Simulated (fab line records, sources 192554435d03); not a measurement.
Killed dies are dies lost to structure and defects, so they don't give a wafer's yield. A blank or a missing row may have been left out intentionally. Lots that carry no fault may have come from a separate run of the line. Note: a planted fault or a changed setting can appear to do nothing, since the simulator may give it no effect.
Which tool was responsible? :: flow n5_finfet :: route of 1938 steps, sampled at 1 step: 11 lots, 33 wafers

== WHAT EACH GAUGE READ, for each wafer ==
N5_WELL_APT_OVL_MEAS_26.
lot: L076
measured: day 2 02:51
on: overlay-01
PWELL_OVL (nm): 4 1 2

lot: L078
measured: day 2 15:08
on: overlay-02
PWELL_OVL (nm): -9 -2 -7

lot: L080
measured: day 3 03:34
on: overlay-01
PWELL_OVL (nm): -4 2 3

lot: L082
measured: day 3 15:01
on: overlay-01
PWELL_OVL (nm): -5 -2 -8

lot: L084
measured: day 4 02:59
on: overlay-01
PWELL_OVL (nm): 3 -4 1

lot: L087
measured: day 4 20:59
on: overlay-02
PWELL_OVL (nm): 4 3 13

lot: L089
measured: day 5 09:25
on: overlay-02
PWELL_OVL (nm): 0 2 2

lot: L091
measured: day 5 20:51
on: overlay-01
PWELL_OVL (nm): -3 3 -4

lot: L093
measured: day 6 09:14
on: overlay-02
PWELL_OVL (nm): -3 -2 -3

lot: L095
measured: day 6 21:12
on: overlay-01
PWELL_OVL (nm): -6 -4 2

lot: L097
measured: day 7 08:43
on: overlay-01
PWELL_OVL (nm): 4 6 3

== TOOL THAT RAN EACH LOT (tool first, then ch and the chambers of the sampled wafers, then the start) ==
There is no process step in the record ahead of these readings.

== THE ANSWER, worked out from the rows above alone ==
Rule: usual is defined by the lots themselves. Put in order of their means at a reading, lots are off if they are a third of the lots or fewer, leave a main group of 4 or more, and stand apart from it by a gap of 3 or more times the standard deviation of the main group's means; of several such gaps the widest counts. The tables above print the reading to a certain number of digits; a main group whose means all agree to those digits is not used. A lot without any number at a reading at which 4 lots or more have one is off too. Any other lot the step has rows for is counted as sound.
None of the lots is off at any reading shown; this tells nothing.

== WHAT THE SIMULATOR HAD INSERTED ==
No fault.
